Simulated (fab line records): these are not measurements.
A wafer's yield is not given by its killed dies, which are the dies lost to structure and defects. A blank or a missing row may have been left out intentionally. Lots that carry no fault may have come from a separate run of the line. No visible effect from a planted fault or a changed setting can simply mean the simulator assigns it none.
Which tool was responsible? :: flow nand-harc :: 18 wafers from 6 lots sampled at 5 of the route's 1159 steps

## WHAT THE GAUGES READ, wafer by wafer
NHARC_END_SORT_01.
lot: L429
measured: day 23 17:22
on: prober-01
killed-at-array: 15

## TOOL THAT RAN EACH LOT (tool first, then ch and the chambers of the sampled wafers, then the start)
lot: L413
NHARC_A_SIN_REMOVE_WET_00: wet-h3po4-01 ch 0, day 15 06:26
NHARC_A_WL_FILL_RTA_01: rtp-anneal-01 ch 0, day 15 11:56
NHARC_A_WL_FILL_CVD_03: cvd-w-01 ch 0,1, day 15 13:02
NHARC_A_WL_FILL_ETCHBACK_05: rie-metal-02 ch 0,1, day 15 16:07

lot: L420
NHARC_A_SIN_REMOVE_WET_00: wet-h3po4-01 ch 0, day 17 11:53
NHARC_A_WL_FILL_RTA_01: rtp-anneal-01 ch 0, day 17 17:14
NHARC_A_WL_FILL_CVD_03: cvd-w-01 ch 0,1, day 17 19:41
NHARC_A_WL_FILL_ETCHBACK_05: rie-metal-01 ch 0,1, day 17 22:22

lot: L426
NHARC_A_SIN_REMOVE_WET_00: wet-h3po4-02 ch 0, day 17 22:53
NHARC_A_WL_FILL_RTA_01: rtp-anneal-02 ch 0, day 18 09:47
NHARC_A_WL_FILL_CVD_03: cvd-w-02 ch 0,1, day 18 11:31
NHARC_A_WL_FILL_ETCHBACK_05: rie-metal-02 ch 0,1, day 18 15:04

lot: L429
NHARC_A_SIN_REMOVE_WET_00: wet-h3po4-02 ch 1, day 19 01:37
NHARC_A_WL_FILL_RTA_01: rtp-anneal-01 ch 0, day 19 07:15
NHARC_A_WL_FILL_CVD_03: cvd-w-01 ch 0,1, day 19 12:16
NHARC_A_WL_FILL_ETCHBACK_05: rie-metal-03 ch 0,1, day 19 14:51

lot: L428
NHARC_A_SIN_REMOVE_WET_00: wet-h3po4-01 ch 0, day 19 08:41
NHARC_A_WL_FILL_RTA_01: rtp-anneal-02 ch 0, day 19 14:04
NHARC_A_WL_FILL_CVD_03: cvd-w-02 ch 0,1, day 19 15:26
NHARC_A_WL_FILL_ETCHBACK_05: rie-metal-01 ch 1, day 19 18:32

lot: L433
NHARC_A_SIN_REMOVE_WET_00: wet-h3po4-02 ch 0, day 20 10:04
NHARC_A_WL_FILL_RTA_01: rtp-anneal-02 ch 0, day 20 15:23
NHARC_A_WL_FILL_CVD_03: cvd-w-01 ch 0, day 20 18:11
NHARC_A_WL_FILL_ETCHBACK_05: rie-metal-01 ch 0,1, day 20 21:47
- NHARC_A_SIN_REMOVE_WET_00: chemistry H3PO4, time 15300 s.
- NHARC_A_WL_FILL_RTA_01: time 5 s.
- NHARC_A_WL_FILL_CVD_03: deposits W, target thk 40 nm, time 3302 s.
- NHARC_A_WL_FILL_ETCHBACK_05: etches the open film in Cl2/BCl3, target depth 22 nm, time 60 s.

## THE ANSWER, worked out from the rows above alone
Rule: the lots themselves supply what counts as usual. The widest of any qualifying gaps counts: lots, ordered by their means at a reading, are off when they make up no more than a third of the lots, leave a main group of 4 or more, and stand apart from it by 3 or more times the standard deviation of that group's means. Not used: any main group whose means are identical at the precision the tables above print for the reading. Also off: a lot with no number at a reading for which 4 or more lots have one. Where the step has rows for the other lots, those lots are counted as sound.
Across all readings shown, no lot is off: no conclusion can be drawn from this.

## WHAT THE SIMULATOR PUT IN
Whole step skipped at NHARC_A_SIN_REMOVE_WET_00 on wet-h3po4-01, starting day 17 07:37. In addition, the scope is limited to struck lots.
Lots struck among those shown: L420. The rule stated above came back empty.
